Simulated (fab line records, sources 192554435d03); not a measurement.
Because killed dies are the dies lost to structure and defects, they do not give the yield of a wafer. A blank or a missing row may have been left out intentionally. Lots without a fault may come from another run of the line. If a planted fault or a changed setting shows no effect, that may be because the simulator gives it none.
fab line records	flow n5Finfet
[record] lots = 7	wafers = 21
route steps=1938 shown WELL_APT@39 FIN_SAQP@104 DUMMY_GATE@220 SD_EPI_N@268
startH: hours from the record's first day to the start of the lot's first wafer shown	waitH: how many hours have passed since the lot's step before this one	" identical to the entry in the row above	L1.1+2: a single row standing in for several wafers	- value missing, or start not given	* or withheld: withheld	< > ~ a bound
route shown NAME@n: names a module that has steps shown in the file, with the first one's number in the route	usual: average and standard deviation across the fault-free wafers	same: alike in all rows	chamber/n: place in a boat	sites: per-site readings	_std_site: standard deviation across them	_edge_site: outer sites' mean less inner sites'	radiusMm: for every site, how far away it sits from the centre of the wafer	mask NAME#n: copy n	behind: the most recent tool/chamber to have shaped the wafer	hold: what put the lot on hold/how long, in hours/how the hold closed	device: the n, p or np transistor that did not switch	end of line: at the end of the route, the tests of the same wafers	a step given without rows: its recipe and nothing more	killed: count of dies lost to structure and defects at first sort (not the wafer's yield)	map: dies across one wafer; x = killed, . = not, _ = none there
set.NAME: the setting the step ran with; set.NAME@STEP: the setting that earlier step ran with	model.NAME: the simulator's own value behind a step, which no gauge read
lots run with intentionally changed settings; tables by step, rows by wafer
[[steps]]
[step N5_WELL_APT_EXPOSE_22]
[recipe] maskId = PWELL	na = 0.8	sourceShape = conventional	sigmaOuter = 0.8	polarization = unpolarized	defocusNm = 0	targetCdNm = 200	doseMj = 23.2
lot.wafer	tool	chamber	startH	waitH	mask	set.doseMj
L078.1	krfScanner-01	0	39.46	-	PWELL#0	23.2
L078.3+6	"	0	"	"	PWELL#0	24.9
L083.1+2+6	krfScanner-02	0	68.65	-	PWELL#0	23.2
L088.4+6	krfScanner-01	0	98.70	-	PWELL#0	24.32
L088.5	"	0	"	"	PWELL#0	23.2
L089.1+3+5	krfScanner-02	0	105.18	-	PWELL#0	23.2
L093.1+6	krfScanner-02	0	129.45	-	PWELL#0	23.2
L093.3	"	0	"	"	PWELL#0	22.22
L094.1+5	krfScanner-01	0	136.11	-	PWELL#0	23.2
L094.2	"	0	"	"	PWELL#0	22.1
L096.1+2+5	krfScanner-01	0	147.25	-	PWELL#0	23.2
[step N5_WELL_APT_PEB_23]
[recipe] pebTempC = 130	pebTimeS = 90
lot.wafer	tool	chamber	startH	waitH	set.pebTimeS
L078.1+3+6	lithoTrack-02	0	39.51	0.1	90
L083.1+2+6	lithoTrack-03	0	68.70	0.1	90
L088.4	lithoTrack-02	0	98.74	0.0	90
L088.5+6	"	0	"	"	76.56
L089.1+3+5	lithoTrack-03	0	105.24	0.1	90
L093.1+3	lithoTrack-04	0	129.51	0.1	74.38
L093.6	"	0	"	"	90
L094.1+2+5	lithoTrack-02	0	136.16	0.1	90
L096.1+2+5	lithoTrack-04	0	147.31	0.1	90
[step N5_WELL_APT_DEVELOP_24]
[recipe] developTimeS = 45	rinseLiquid = surfactantRinse	dry = airSpin	devTempC = 21
[step N5_WELL_APT_HARDBAKE_29]
[recipe] tempC = 130	timeS = 120
[step N5_WELL_APT_CD_MEAS_25]
[recipe] targetCdNm = 200	landingEnergyEv = 500	detector = seInlens
[usual] cdNm = 199.7/1.7
lot.wafer	tool	chamber	startH	waitH	set.doseMj@WELL_APT_EXPOSE_22	set.pebTimeS@WELL_APT_PEB_23	cdNm
L078.1	cdSem-01	0	39.63	-	23.2	90	200.2
L078.3	"	0	"	"	24.9	90	214.1
L078.6	"	0	"	"	24.9	90	214.6
L083.1	cdSem-02	0	68.82	-	23.2	90	197.4
L083.2	"	0	"	"	23.2	90	199.2
L083.6	"	0	"	"	23.2	90	198.3
L088.4	cdSem-01	0	98.86	-	24.32	90	209.3
L088.5	"	0	"	"	23.2	76.56	193.1
L088.6	"	0	"	"	24.32	76.56	203.6
L089.1	cdSem-02	0	105.35	-	23.2	90	199.1
L089.3	"	0	"	"	23.2	90	200.8
L089.5	"	0	"	"	23.2	90	198.0
L093.1	cdSem-02	0	129.62	-	23.2	74.38	192.0
L093.3	"	0	"	"	22.22	74.38	183.9
L093.6	"	0	"	"	23.2	90	201.1
L094.1	cdSem-01	0	136.28	-	23.2	90	199.5
L094.2	"	0	"	"	22.1	90	187.8
L094.5	"	0	"	"	23.2	90	200.0
L096.1	cdSem-01	0	147.43	-	23.2	90	199.8
L096.2	"	0	"	"	23.2	90	199.2
L096.5	"	0	"	"	23.2	90	199.0
[step N5_WELL_APT_DESCUM_30]
[recipe] chemistry = O2	timeS = 7.9	sourcePowerW = 50	biasPowerW = 20	pressureMtorr = 20	rfFrequencyHz = 2.712e+07	tempC = 40	o2FlowSccm = 225
lot.wafer	tool	chamber	startH	waitH	set.doseMj@WELL_APT_EXPOSE_22	set.pebTimeS@WELL_APT_PEB_23	model.WELL_APT.cdNm
L078.1	rieDiel-02	2	40.03	0.4	23.2	90	200.3
L078.3	"	1	"	"	24.9	90	214.2
L078.6	"	3	"	"	24.9	90	214.7
L083.1	rieDiel-03	3	68.91	0.0	23.2	90	197.4
L083.2	"	2	"	"	23.2	90	199.2
L083.6	"	2	"	"	23.2	90	198.3
L088.4	rieDiel-02	3	99.01	0.1	24.32	90	209.3
L088.5	"	0	"	"	23.2	76.56	192.8
L088.6	"	1	"	"	24.32	76.56	203.9
L089.1	rieDiel-03	1	105.50	0.1	23.2	90	199.2
L089.3	"	2	"	"	23.2	90	200.5
L089.5	"	0	"	"	23.2	90	198.4
L093.1	rieDiel-02	3	129.94	0.3	23.2	74.38	192.1
L093.3	"	0	"	"	22.22	74.38	184
L093.6	"	3	"	"	23.2	90	200.9
L094.1	rieDiel-03	1	136.37	0.0	23.2	90	199.5
L094.2	"	3	"	"	22.1	90	188.1
L094.5	"	1	"	"	23.2	90	200.1
L096.1	rieDiel-05	0	147.51	0.0	23.2	90	199.8
L096.2	"	3	"	"	23.2	90	199.3
L096.5	"	1	"	"	23.2	90	199
[step N5_FIN_SAQP_COAT_50]
[recipe] resist = SiARC	tempC = 220	timeS = 60	spinRpm = 1500	resistThkNm = 35
lot.wafer	tool	chamber	startH	waitH	set.spinRpm	model.SiARC_of_FIN_SAQP_COAT_50.thkNm
L078.1	lithoTrack-03	0	-	-	1445	35.66
L078.3	"	0	"	"	1500	34.99
L078.6	"	0	"	"	1500	34.96
L083.1	lithoTrack-03	0	-	-	1500	35.18
L083.2	"	0	"	"	1500	35.12
L083.6	"	0	"	"	1500	35.09
L088.4	lithoTrack-04	0	-	-	1500	34.99
L088.5	"	0	"	"	1500	35.09
L088.6	"	0	"	"	1500	35.02
L089.1	lithoTrack-01	0	-	-	1500	35.07
L089.3	"	0	"	"	1500	34.96
L089.5	"	0	"	"	1500	34.95
L093.1	lithoTrack-01	0	-	-	1500	35.13
L093.3	"	0	"	"	1500	35.11
L093.6	"	0	"	"	1500	35.16
L094.1	lithoTrack-04	0	-	-	1500	35.02
L094.2	"	0	"	"	1454	35.63
L094.5	"	0	"	"	1454	35.79
L096.1	lithoTrack-04	0	-	-	1500	34.97
L096.2	"	0	"	"	1500	34.89
L096.5	"	0	"	"	1337	37.01
[step N5_FIN_SAQP_PEB_14]
[recipe] pebTempC = withheld	pebTimeS = 60	resist = CAR-ArF
lot.wafer	tool	chamber	startH	waitH	set.pebTimeS
L078.1+3+6	lithoTrack-03	0	46.40	0.1	60
L083.1+2+6	lithoTrack-03	0	75.10	0.1	60
L088.4	lithoTrack-03	0	105.58	0.0	60
L088.5+6	"	0	"	"	48.66
L089.1+3+5	lithoTrack-01	0	112.44	0.1	60
L093.1	lithoTrack-01	0	136.37	0.1	60
L093.3+6	"	0	"	"	53.56
L094.1+2+5	lithoTrack-03	0	142.50	0.1	60
L096.1	lithoTrack-03	0	153.73	0.1	70.81
L096.2+5	"	0	"	"	60
[step N5_FIN_SAQP_DEVELOP_15]
[recipe] developTimeS = 30	developer = TMAH	resist = CAR-ArF	devTempC = 23	rinseLiquid = diw	dry = airSpin
[step N5_FIN_SAQP_CD_MEAS_16]
[recipe] targetCdNm = 35.6	landingEnergyEv = 500	detector = seInlens
[usual] cdNm = 35.6/0.31
lot.wafer	tool	chamber	startH	waitH	set.pebTimeS@FIN_SAQP_PEB_14	cdNm
L078.1	cdSem-03	0	46.47	-	60	36.0
L078.3	"	0	"	"	60	35.6
L078.6	"	0	"	"	60	35.9
L083.1	cdSem-03	0	75.16	-	60	35.8
L083.2	"	0	"	"	60	35.9
L083.6	"	0	"	"	60	36.1
L088.4	cdSem-03	0	105.65	-	60	36.4
L088.5	"	0	"	"	48.66	39.4
L088.6	"	0	"	"	48.66	39.0
L089.1	cdSem-01	0	112.51	-	60	35.9
L089.3	"	0	"	"	60	35.4
L089.5	"	0	"	"	60	35.1
L093.1	cdSem-03	0	136.44	-	60	35.6
L093.3	"	0	"	"	53.56	36.8
L093.6	"	0	"	"	53.56	37.2
L094.1	cdSem-03	0	142.57	-	60	35.8
L094.2	"	0	"	"	60	35.9
L094.5	"	0	"	"	60	36.5
L096.1	cdSem-01	0	153.80	-	70.81	33.7
L096.2	"	0	"	"	60	36.1
L096.5	"	0	"	"	60	35.5
[step N5_FIN_SAQP_DESCUM_21]
[recipe] chemistry = O2	timeS = 7.9	sourcePowerW = 50	biasPowerW = 20	pressureMtorr = 20	rfFrequencyHz = 2.712e+07	tempC = 40	resist = CAR-ArF	o2FlowSccm = 225
[step N5_FIN_SAQP_ETCH_51]
[recipe] chemistry = CF4	target = SiARC	targetDepthA = 455	maskMaterial = CAR-ArF	timeS = 75.8	ionEnergyEv = 80	pressureMtorr = 40	sourceW = 545	biasW = 36	Ar_flow_sccm = 100	cf4FlowSccm = 100	ends = cleared
lot.wafer	tool	chamber	startH	waitH	set.spinRpm@FIN_SAQP_COAT_50	model.etch.depthNm	model.CAR-ArF_of_FIN_SAQP_COAT_10.thkNm
L078.1	rieDiel-03	3	46.60	0.0	1445	35.66	50.2
L078.3	"	0	"	"	1500	34.99	50.8
L078.6	"	1	"	"	1500	34.96	50.73
L083.1	rieDiel-02	0	75.30	0.0	1500	35.18	51.27
L083.2	"	2	"	"	1500	35.12	50.99
L083.6	"	0	"	"	1500	35.09	51.07
L088.4	rieDiel-02	0	105.77	0.0	1500	34.99	50.75
L088.5	"	1	"	"	1500	35.09	50.84
L088.6	"	2	"	"	1500	35.02	50.72
L089.1	rieDiel-05	1	112.70	0.0	1500	35.07	50.72
L089.3	"	2	"	"	1500	34.96	50.47
L089.5	"	2	"	"	1500	34.95	50.44
L093.1	rieDiel-03	2	136.57	0.0	1500	35.13	50.75
L093.3	"	3	"	"	1500	35.11	50.71
L093.6	"	2	"	"	1500	35.16	50.97
L094.1	rieDiel-03	1	142.70	0.0	1500	35.02	51.18
L094.2	"	3	"	"	1454	35.63	50.61
L094.5	"	1	"	"	1454	35.79	50.43
L096.1	rieDiel-02	3	153.94	0.0	1500	34.97	50.9
L096.2	"	2	"	"	1500	34.89	51.13
L096.5	"	1	"	"	1337	37.01	49.22
[step N5_FIN_SAQP_ETCH_52]
[recipe] chemistry = N2/H2	target = SOC	targetDepthA = 1000	overetchA = 200	maskMaterial = SiARC	tempC = 40	timeS = 150	ionEnergyEv = 200	pressureMtorr = 30	sourceW = 840	biasW = 150	n2FlowSccm = 200	h2FlowSccm = 200	ends = endPoint
lot.wafer	tool	chamber	startH	waitH	set.spinRpm@FIN_SAQP_COAT_50	model.SiARC_of_FIN_SAQP_COAT_50.thkNm
L078.1	rieDiel-03	3	46.66	0.0	1445	29.7
L078.3	"	0	"	"	1500	29.11
L078.6	"	1	"	"	1500	29.09
L083.1	rieDiel-02	0	75.35	0.0	1500	29.21
L083.2	"	2	"	"	1500	29.25
L083.6	"	0	"	"	1500	29.16
L088.4	rieDiel-02	0	105.83	0.0	1500	29.04
L088.5	"	1	"	"	1500	29.27
L088.6	"	2	"	"	1500	29.14
L089.1	rieDiel-05	1	112.75	0.0	1500	29.22
L089.3	"	2	"	"	1500	29.18
L089.5	"	2	"	"	1500	29.2
L093.1	rieDiel-03	2	136.63	0.0	1500	29.28
L093.3	"	3	"	"	1500	29.24
L093.6	"	2	"	"	1500	29.31
L094.1	rieDiel-03	1	142.76	0.0	1500	29.2
L094.2	"	3	"	"	1454	29.74
L094.5	"	1	"	"	1454	29.99
L096.1	rieDiel-02	3	154.00	0.0	1500	28.94
L096.2	"	2	"	"	1500	28.97
L096.5	"	1	"	"	1337	31.22
[step N5_FIN_SAQP_STRIP_53]
[recipe] chemistry = N2/H2	tempC = 40	n2FlowSccm = 200	h2FlowSccm = 200	rfFrequencyHz = 6e+07
[step N5_FIN_SAQP_HM_OPEN_73]
[recipe] chemistry = CHF3/O2	target = SiO2	stopOn = a-Si	targetDepthA = 120	overEtchFrac = 1.8	maskMaterial = SOC	timeS = 16.8	pressureMtorr = 30	sourceW = 650	biasW = 170	Ar_flow_sccm = 200	CHF3_flow_sccm = 50	O2_flow_sccm = 5	ionEnergyEv = 200	ends = endPoint
lot.wafer	tool	chamber	startH	waitH	set.spinRpm@FIN_SAQP_COAT_50	model.SiARC_of_FIN_SAQP_COAT_50.thkNm
L078.1	rieDiel-03	3	46.76	0.0	1445	5.927
L078.3	"	0	"	"	1500	5.354
L078.6	"	1	"	"	1500	5.324
L083.1	rieDiel-02	0	75.46	0.0	1500	5.095
L083.2	"	2	"	"	1500	5.083
L083.6	"	0	"	"	1500	4.897
L088.4	rieDiel-02	0	105.94	0.0	1500	5.309
L088.5	"	1	"	"	1500	5.704
L088.6	"	2	"	"	1500	5.301
L089.1	rieDiel-05	1	112.86	0.0	1500	5.149
L089.3	"	2	"	"	1500	5.417
L089.5	"	2	"	"	1500	5.338
L093.1	rieDiel-03	2	136.74	0.0	1500	5.352
L093.3	"	3	"	"	1500	5.233
L093.6	"	2	"	"	1500	5.417
L094.1	rieDiel-03	1	142.87	0.0	1500	5.595
L094.2	"	3	"	"	1454	5.793
L094.5	"	1	"	"	1454	6.471
L096.1	rieDiel-02	3	154.11	0.0	1500	4.251
L096.2	"	2	"	"	1500	4.81
L096.5	"	1	"	"	1337	7.23
[step N5_DUMMY_GATE_HM_DEP_06]
[recipe] material = SiNx	targetThkA = 800	precursor = DCS/NH3	tempC = 700	pressureMtorr = 300	timeS = 5141
lot.wafer	tool	chamber	startH	waitH	set.timeS	model.SiNx_of_DUMMY_GATE_HM_DEP_06.thkNm
L078.1	-	-	-	0.0	5768	89.6
L078.3	"	-	"	"	5768	89.8
L078.6	"	-	"	"	5768	90.2
L083.1	lpcvd-02	1/40	95.41	0.0	5141	78.8
L083.2	"	1/45	"	"	5141	79.2
L083.6	"	1/64	"	"	5141	79.6
L088.4+6	-	-	-	0.0	5811	90.4
L088.5	"	-	"	"	5811	90.2
L089.1	-	-	-	0.0	5340	81.6
L089.3	"	-	"	"	5340	81.4
L089.5	"	-	"	"	5340	81.2
L093.1	-	-	-	0.0	5141	81.2
L093.3	"	-	"	"	5141	81
L093.6	"	-	"	"	5141	81.8
L094.1+2	-	-	-	0.0	4846	75.8
L094.5	"	-	"	"	4846	75.2
L096.1	-	-	-	0.0	5443	85
L096.2	"	-	"	"	5443	84.4
L096.5	"	-	"	"	5443	85.4
[step N5_DUMMY_GATE_COAT_34]
[recipe] resist = SOC	tempC = 250	timeS = 60	spinRpm = 1500	resistThkNm = 60
lot.wafer	tool	chamber	startH	waitH	set.spinRpm	model.SOC_of_DUMMY_GATE_COAT_34.thkNm
L078.1	lithoTrack-03	0	71.73	0.0	1500	60
L078.3	"	0	"	"	1380	62.6
L078.6	"	0	"	"	1500	60.4
L083.1+2	lithoTrack-05	0	99.41	0.0	1500	60.2
L083.6	"	0	"	"	1500	60
L088.4+5+6	lithoTrack-01	0	130.94	0.0	1500	60.2
L089.1+3	lithoTrack-01	0	137.78	0.0	1606	57.8
L089.5	"	0	"	"	1500	59.6
L093.1+6	lithoTrack-05	0	162.13	0.0	1609	58
L093.3	"	0	"	"	1500	60.2
L094.1+5	lithoTrack-01	0	166.19	0.0	1434	61.4
L094.2	"	0	"	"	1434	61.2
L096.1	lithoTrack-03	0	177.52	0.0	1643	57.4
L096.2	"	0	"	"	1500	60
L096.5	"	0	"	"	1500	60.2
[step N5_DUMMY_GATE_COAT_35]
[recipe] resist = SiARC	tempC = 220	timeS = 60	spinRpm = 1500	resistThkNm = 10
[step N5_DUMMY_GATE_COAT_28]
[recipe] resist = underlayer	tempC = 205	timeS = 60	spinRpm = 1500	resistThkNm = 10
[step N5_DUMMY_GATE_ETCH_29]
[recipe] chemistry = N2/H2	target = underlayer	targetDepthA = 130	ionEnergyEv = 200	pressureMtorr = 30	sourceW = 840	biasW = 150	n2FlowSccm = 200	h2FlowSccm = 200
[step N5_DUMMY_GATE_ETCH_36]
[recipe] chemistry = CF4	target = SiARC	targetDepthA = 130	pressureMtorr = 40	sourceW = 545	biasW = 36	Ar_flow_sccm = 100	cf4FlowSccm = 100	ionEnergyEv = 80
[step N5_DUMMY_GATE_ETCH_37]
[recipe] chemistry = N2/H2	target = SOC	targetDepthA = 600	overetchA = 300	tempC = 40	ionEnergyEv = 200	pressureMtorr = 30	sourceW = 840	biasW = 150	n2FlowSccm = 200	h2FlowSccm = 200
lot.wafer	tool	chamber	startH	waitH	set.spinRpm@DUMMY_GATE_COAT_34	model.etch.depthNm
L078.1	rieDiel-06	1	72.27	0.0	1500	59.98
L078.3	"	2	"	"	1380	62.63
L078.6	"	2	"	"	1500	60.32
L083.1	rieDiel-04	1	100.49	0.0	1500	60.15
L083.2	"	3	"	"	1500	60.13
L083.6	"	3	"	"	1500	60.05
L088.4+5+6	rieDiel-06	3,0,1	131.52	0.0	1500	60.16
L089.1	rieDiel-06	3	138.55	0.0	1606	57.76
L089.3	"	0	"	"	1606	57.72
L089.5	"	1	"	"	1500	59.69
L093.1	rieDiel-04	1	162.79	0.0	1609	58.02
L093.3	"	0	"	"	1500	60.27
L093.6	"	2	"	"	1609	58.08
L094.1	rieDiel-01	2	166.86	0.0	1434	61.43
L094.2	"	0	"	"	1434	61.29
L094.5	"	1	"	"	1434	61.49
L096.1	rieDiel-01	3	178.25	0.0	1643	57.31
L096.2	"	0	"	"	1500	60.1
L096.5	"	0	"	"	1500	60.16
[step N5_DUMMY_GATE_STRIP_38]
[recipe] chemistry = N2/H2	tempC = 40	n2FlowSccm = 200	h2FlowSccm = 200	rfFrequencyHz = 6e+07
[step N5_DUMMY_GATE_STRIP_39]
[recipe] chemistry = N2/H2	tempC = 40	n2FlowSccm = 200	h2FlowSccm = 200	rfFrequencyHz = 6e+07
[step N5_DUMMY_GATE_STRIP_40]
[recipe] chemistry = CF4	resist = SiARC	powerW = 300	biasPowerW = 75	pressureMtorr = 50	cf4FlowSccm = 150	rfFrequencyHz = 6e+07
[step N5_DUMMY_GATE_ETCH_31]
[recipe] chemistry = C4F6/O2	target = SiO2	maskMaterial = SOC	targetDepthA = 825	timeS = 27.5	ionEnergyEv = 250	pressureMtorr = 30	sourceW = 345	biasW = 185	Ar_flow_sccm = 300	C4F6_flow_sccm = 10	O2_flow_sccm = 10
lot.wafer	tool	chamber	startH	waitH	set.spinRpm@DUMMY_GATE_COAT_34	model.SOC_of_DUMMY_GATE_COAT_34.thkNm
L078.1	rieDiel-06	2	72.55	0.0	1500	51.8
L078.3	"	1	"	"	1380	54.4
L078.6	"	2	"	"	1500	52.2
L083.1+2	rieDiel-06	3,1	100.91	0.0	1500	52.2
L083.6	"	1	"	"	1500	52
L088.4+5+6	rieDiel-01	0,3,1	131.81	0.1	1500	52
L089.1	rieDiel-01	3	138.83	0.0	1606	49.8
L089.3	"	1	"	"	1606	49.4
L089.5	"	0	"	"	1500	51.4
L093.1+6	rieDiel-01	2,1	163.07	0.0	1609	49.8
L093.3	"	0	"	"	1500	52
L094.1+2+5	rieDiel-04	1,0,1	167.15	0.0	1434	53
L096.1	rieDiel-06	3	178.80	0.1	1643	49.2
L096.2	"	2	"	"	1500	51.6
L096.5	"	3	"	"	1500	52
[step N5_SD_EPI_N_PEB_07]
[recipe] pebTempC = 110	pebTimeS = 60	resist = CAR-ArF-block
lot.wafer	tool	chamber	startH	waitH	set.pebTempC
L078.1	lithoTrack-04	0	74.20	0.1	108.2
L078.3+6	"	0	"	"	110
L083.1+2+6	lithoTrack-03	0	102.60	0.1	110
L088.4+5+6	lithoTrack-03	0	133.45	0.0	110
L089.1	lithoTrack-03	0	140.89	0.1	110
L089.3+5	"	0	"	"	113.3
L093.1+3+6	lithoTrack-03	0	164.74	0.1	110
L094.1+2+5	lithoTrack-02	0	168.81	0.1	110
L096.1	lithoTrack-04	0	182.99	0.1	110
L096.2+5	"	0	"	"	112.6
[[key]]
[split] step = N5_WELL_APT_EXPOSE_22	setting = doseMj	stated = 23.2	by = wafer
[response] step = N5_WELL_APT_CD_MEAS_25	reading = cdNm	change = +2.37	per = 1%	r = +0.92
[response] step = N5_WELL_APT_DESCUM_30	reading = model.WELL_APT.cdNm	change = +2.38	per = 1%	r = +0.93
[split] step = N5_WELL_APT_PEB_23	setting = pebTimeS	stated = 90	by = wafer
[response] step = N5_WELL_APT_CD_MEAS_25	reading = cdNm	slope = +0.457	per = 1%	togetherWith = doseMj@WELL_APT_EXPOSE_22	explained = 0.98
[response] step = N5_WELL_APT_DESCUM_30	reading = model.WELL_APT.cdNm	slope = +0.445	per = 1%	togetherWith = doseMj@WELL_APT_EXPOSE_22	explained = 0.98
[split] step = N5_FIN_SAQP_COAT_50	setting = spinRpm	stated = 1500	by = wafer
[response] step = N5_FIN_SAQP_COAT_50	reading = model.SiARC_of_FIN_SAQP_COAT_50.thkNm	change = -0.193	per = 1%	r = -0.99
[response] step = N5_FIN_SAQP_ETCH_51	reading = model.etch.depthNm	change = -0.193	per = 1%	r = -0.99
[response] step = N5_FIN_SAQP_ETCH_51	reading = model.CAR-ArF_of_FIN_SAQP_COAT_10.thkNm	change = +0.168	per = 1%	r = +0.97
[response] step = N5_FIN_SAQP_ETCH_52	reading = model.SiARC_of_FIN_SAQP_COAT_50.thkNm	change = -0.204	per = 1%	r = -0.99
[response] step = N5_FIN_SAQP_HM_OPEN_73	reading = model.SiARC_of_FIN_SAQP_COAT_50.thkNm	change = -0.235	per = 1%	r = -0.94
[split] step = N5_FIN_SAQP_PEB_14	setting = pebTimeS	stated = 60	by = wafer
[response] step = N5_FIN_SAQP_CD_MEAS_16	reading = cdNm	change = -0.136	per = 1%	r = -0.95
[split] step = N5_DUMMY_GATE_HM_DEP_06	setting = timeS	stated = 5141	by = lot
[response] step = N5_DUMMY_GATE_HM_DEP_06	reading = model.SiNx_of_DUMMY_GATE_HM_DEP_06.thkNm	change = +0.789	per = 1%	r = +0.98
[split] step = N5_DUMMY_GATE_COAT_34	setting = spinRpm	stated = 1500	by = wafer
[response] step = N5_DUMMY_GATE_COAT_34	reading = model.SOC_of_DUMMY_GATE_COAT_34.thkNm	change = -0.286	per = 1%	r = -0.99
[response] step = N5_DUMMY_GATE_ETCH_37	reading = model.etch.depthNm	change = -0.298	per = 1%	r = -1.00
[response] step = N5_DUMMY_GATE_ETCH_31	reading = model.SOC_of_DUMMY_GATE_COAT_34.thkNm	change = -0.282	per = 1%	r = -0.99
[split] step = N5_SD_EPI_N_PEB_07	setting = pebTempC	stated = 110	by = wafer
response none in this file
